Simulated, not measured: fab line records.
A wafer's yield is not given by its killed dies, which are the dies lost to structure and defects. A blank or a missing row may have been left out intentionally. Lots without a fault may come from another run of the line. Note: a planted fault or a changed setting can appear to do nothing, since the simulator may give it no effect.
Struck lot and sound lot, side by side ; flow nand-harc ; 15 steps out of a route of 1159
Sound: the wafers L218.4, L218.5, L218.6. Struck: wafers L234.3, L234.6 (left out: L234.2, a lot-mate that was not struck); the cause follows at the end.
At each step with rows: each side's tool, then ch and its chambers, then its first start. Under that, the readings that differ: sound wafers ; struck wafers ; difference of the means ; sigmas: that difference in standard deviations of wafers without a fault.
alike: a reading whose means differ by less than 2 such deviations, as well as words and numbers matching on both sides. not compared: withheld readings; readings where some wafer has no value; bounds like >300 that might hide an equal value; numbers whose values overlap and for which the record gives no deviation.
The two part at a step that has a row with sigmas, a row that says differs or no value, or rows on one side only. Non-overlapping numbers with no deviation appear without sigmas and do not part them. Lack of a reading on every wafer of one side parts them only where that side has two or more wafers.

first, 6 steps without rows for these wafers: NHARC_A_CONTACT_COAT_02 (resist thk 90 nm); NHARC_A_CONTACT_SOFTBAKE_03 (time 55 s); NHARC_A_CONTACT_EBR_04; NHARC_A_CONTACT_EXPOSE_05 (exposes mask A CC); NHARC_A_CONTACT_PEB_06 (peb time 65 s); NHARC_A_CONTACT_DEVELOP_07 (develop time 35 s).
NHARC_A_CONTACT_CD_MEAS_08 targets a cd of 100 nm.
  sound on cd-sem-03 ch 0, day 16 21:35; struck on cd-sem-02 ch 0, day 21 10:41
  alike: cd-nm
NHARC_A_CONTACT_OVL_MEAS_09:
  sound on overlay-01, day 16 21:40; struck on overlay-02, day 21 10:46
reading;sound;struck;difference;sigmas
overlay-y-nm (nm);-1.2 -1.6 -1.6;0.5 0.2;+1.8;+2
  alike: overlay-x-nm
NHARC_A_CONTACT_INSPECT_10:
  sound on defect-inspect-02, day 16 21:42; struck on defect-inspect-01, day 21 10:49
  alike: raw-defect-count
NHARC_A_CONTACT_DESCUM_13: chemistry O2, time 3 s.
  sound on rie-diel-02 ch 1,2, day 16 21:45; struck on rie-diel-02 ch 1,2, day 21 10:53
  alike: drypump-motor-current-A, oes-product-au, rf-vpp-V, showerhead-plenum-p-Torr, throttle-valve-pct
  not compared: rf-hours-counter-h
NHARC_A_CONTACT_ETCH_88: etches the open film in CF4, target depth 39 nm, time 65 s.
  sound on rie-diel-02 ch 1,2,3, day 16 21:51; struck on rie-diel-02 ch 0,2, day 21 10:58
  alike: drypump-motor-current-A, oes-product-au, rf-vpp-V, showerhead-plenum-p-Torr, throttle-valve-pct
  not compared: rf-hours-counter-h
NHARC_A_CONTACT_ETCH_89: etches the open film in N2/H2, target depth 260 nm, time 475.3 s.
  sound: rie-diel-02 ch 1,2,3; struck: rie-diel-02 ch 1,3
  alike: drypump-motor-current-A, oes-product-au, rf-vpp-V, showerhead-plenum-p-Torr, throttle-valve-pct
  not compared: rf-hours-counter-h
NHARC_A_CONTACT_ETCH_30: etches the open film in CF4/CHF3, target depth 60.5 nm, time 30.2 s.
  sound on rie-diel-02 ch 0,1,2, day 16 22:17; struck on rie-diel-02 ch 0, day 21 11:25
reading;sound;struck;difference;sigmas
oes-product-au (a.u.);0.923 0.935 0.933;0.848 0.859;-0.077;-3
  alike: drypump-motor-current-A, rf-vpp-V, showerhead-plenum-p-Torr, throttle-valve-pct
  not compared: rf-hours-counter-h
NHARC_A_CONTACT_ETCH_31: etches the open film in O2/COS, target depth 2000 nm, time 520 s.
  sound: rie-diel-02 ch 0,1,2; struck: rie-diel-02 ch 1,2
  alike: drypump-motor-current-A, oes-product-au, rf-vpp-V, showerhead-plenum-p-Torr, throttle-valve-pct
  not compared: rf-hours-counter-h
-- jump in the record: it breaks off in module A_CONTACT and resumes in module END (first step shown: number 1159 of the route), and 3 days separate the struck wafers' starts before and after --
NHARC_END_SORT_01:
  sound on prober-02 ch 0, day 19 09:34; struck on prober-01 ch 0, day 23 23:43
  alike: killed-at-array, killed-at-other, killed-at-periphery, killed-dies, killed-open, killed-short

WHERE THEY PART
Earliest at NHARC_A_CONTACT_OVL_MEAS_09; latest, in this record, at NHARC_A_CONTACT_ETCH_30. Later steps at which nothing parts them and some readings are alike: NHARC_A_CONTACT_ETCH_31, NHARC_END_SORT_01.

WHY: what had been put in by the simulator
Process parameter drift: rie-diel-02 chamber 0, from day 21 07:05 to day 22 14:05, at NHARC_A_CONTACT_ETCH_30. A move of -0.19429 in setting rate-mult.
